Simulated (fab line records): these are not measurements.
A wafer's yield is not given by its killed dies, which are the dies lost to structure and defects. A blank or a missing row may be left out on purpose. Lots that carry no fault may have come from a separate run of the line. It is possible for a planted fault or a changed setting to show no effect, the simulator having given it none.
Split-lot study	flow n5 finfet	39 wafers read from 7 lots, route of 1938 steps

## ABOUT THE SPLIT
At N5_BEOL_M3_ETCH_64 (etches SOC in N2/H2, target depth 75 nm, overetch 15 nm, time 112.5 s), the setting time s was moved away from the recipe's 112.5 s on 15 of the 39 wafers read, by -50.7% to +55.6%. For the rest of the wafers, this setting stayed at what the recipe calls for.

## FROM THE SPLIT TO THE READING: what the file shows between them, 3 steps
- N5_BEOL_M3_STRIP_65: strips in N2/H2
- N5_BEOL_M3_STRIP_75: strips in N2/H2
- N5_BEOL_M3_STRIP_66: strips in CF4

## THE READING
BEOL_M3.cd offset nm (the simulator's own value, which no gauge read), in nm, at N5_BEOL_M3_HM_OPEN_17 (chemistry Cl2/BCl3, target TiN, target depth 20 nm, overetch 6 nm). There is no usual value for it anywhere in the file. The 24 wafers here that ran the recipe average 0.1 nm, standard deviation 0.29 nm.

wafer	tool, chamber at the split	time s as run, s	against the recipe	BEOL_M3.cd offset nm, nm	against lot-mates on the recipe
L078.1	rie diel-04, 2	112.5	recipe	0.2	-
L078.2	rie diel-04, 0	112.5	recipe	0.2	-
L078.3	rie diel-04, 3	112.5	recipe	-0.4	-
L078.4	rie diel-04, 1	112.5	recipe	-0.4	-
L078.5	rie diel-04, 1	112.5	recipe	-0.4	-
L078.6	rie diel-04, 0	112.5	recipe	0.6	-
L077.1	rie diel-04, 0	55.45	-50.7%	-0.4	-0.6
L077.3	rie diel-04, 2	55.45	-50.7%	-0.4	-0.6
L077.5	rie diel-04, 1	55.45	-50.7%	-0.4	-0.6
L077.2	rie diel-04, 3	112.5	recipe	0	-
L077.4	rie diel-04, 1	112.5	recipe	0.4	-
L077.6	rie diel-04, 2	112.5	recipe	0.2	-
L084.1	rie diel-05, 3	58.75	-47.8%	-1.4	-1.7
L084.4	rie diel-05, 0	58.75	-47.8%	-1.4	-1.7
L084.2	rie diel-05, 2	112.5	recipe	0	-
L084.3	rie diel-05, 1	112.5	recipe	0.4	-
L084.5	rie diel-05, 2	58.75	-47.8%	-0.8	-1.1
L084.6	rie diel-05, 1	112.5	recipe	0.6	-
L085.1	rie diel-05, 2	175.1	+55.6%	1.4	+1.3
L085.2	rie diel-05, 1	112.5	recipe	0.2	-
L085.3	rie diel-05, 3	112.5	recipe	0	-
L085.4	rie diel-05, 0	112.5	recipe	0	-
L085.5	rie diel-05, 0	175.1	+55.6%	1.2	+1.1
L085.6	rie diel-05, 1	175.1	+55.6%	1.6	+1.5
L088.1	rie diel-05, 3	112.5	recipe	-0.2	-
L088.2	rie diel-05, 1	112.5	recipe	0.4	-
L088.3	rie diel-05, 2	139	+23.6%	0.6	+0.5
L088.4	rie diel-05, 0	112.5	recipe	0	-
L088.5	rie diel-05, 1	139	+23.6%	0.8	+0.7
L088.6	rie diel-05, 2	139	+23.6%	0.8	+0.7
L090.2	rie diel-03, 0	112.5	recipe	-0.4	-
L090.4	rie diel-03, 1	112.5	recipe	0.2	-
L090.6	rie diel-03, 0	112.5	recipe	0.2	-
L089.1	rie diel-05, 1	112.5	recipe	0	-
L089.6	rie diel-05, 1	112.5	recipe	0	-
L089.2	rie diel-05, 2	64.17	-43.0%	-1	-0.9
L089.5	rie diel-05, 0	64.17	-43.0%	-1	-0.9
L089.3	rie diel-05, 0	64.17	-43.0%	-0.8	-0.7
L089.4	rie diel-05, 3	112.5	recipe	-0.2	-

FIT RESULTS
A straight line over all 39 wafers: BEOL_M3.cd offset nm changes by +0.0212 nm for each +1% of time s; r = +0.88; the points scatter about the line by 0.32 nm.
The same after taking each lot's own level away (the mean of its wafers on the recipe; 39 wafers): +0.0225 nm for each +1%; r = +0.90; scatter 0.31 nm.
Per that fit: largest time s move, reading shift of 1.3 nm.
Measured against the standard deviation above, the lots' own levels, which go from -0.07 to 0.33 nm, span 1.4 times it.
The two slopes agree, so the slope changes little with the lot-to-lot level.
Check: for one of the wafers moved furthest among these (+55.6%), held out of the fit, the line's prediction against its lot-mates is +1.27 nm. It came out at +1.33 nm against them.

## THESE WAFERS: OTHER SPLITS
Before the reading, these wafers also passed through other splits. Each is held against what the fit with the lots' levels taken away leaves over:
other split on the same wafers	wafers away from the commonest value	r with BEOL_M3.cd offset nm (lot level and that fit taken away)
N5_PMOS_HMC_CHANNEL_EPI_DEVELOP_08 develop time s	15	+0.01
N5_SD_EPI_P_EPI_21 time s	9	+0.16
N5_MOL_CONTACT_COAG_ETCHBACK_135 target depth a	15	-0.22
N5_BEOL_M2_ETCH_70 time s	12	+0.16

## THE WHOLE CHAIN: every reading that the file lists as answering this split, in the file's order
step	what it does	reading	change (the file's fit)	r (the file's)
N5_BEOL_M3_ETCH_64	etches SOC in N2/H2, target depth 75 nm, overetch 15 nm, time 112.5 s	etch.depth nm (the simulator's own value, which no gauge read)	not straight: 44.81 at the lowest setting, 60.07 at the recipe, 60.29 at the highest	not given
N5_BEOL_M3_ETCH_64	etches SOC in N2/H2, target depth 75 nm, overetch 15 nm, time 112.5 s	SiARC_of_BEOL_M3_COAT_62.thk nm (the simulator's own value, which no gauge read)	-0.0524 nm for each +1% of the setting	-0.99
N5_BEOL_M3_ETCH_64	etches SOC in N2/H2, target depth 75 nm, overetch 15 nm, time 112.5 s	BEOL_M3.cd offset nm (the simulator's own value, which no gauge read)	+0.0234 nm for each +1% of the setting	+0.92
N5_BEOL_M3_HM_OPEN_17	chemistry Cl2/BCl3, target TiN, target depth 20 nm, overetch 6 nm	BEOL_M3.cd offset nm (the simulator's own value, which no gauge read)	+0.0223 nm for each +1% of the setting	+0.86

## FILE'S OWN FIT
BEOL_M3.cd offset nm changes by +0.0223 nm for each +1% of time s, r = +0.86.
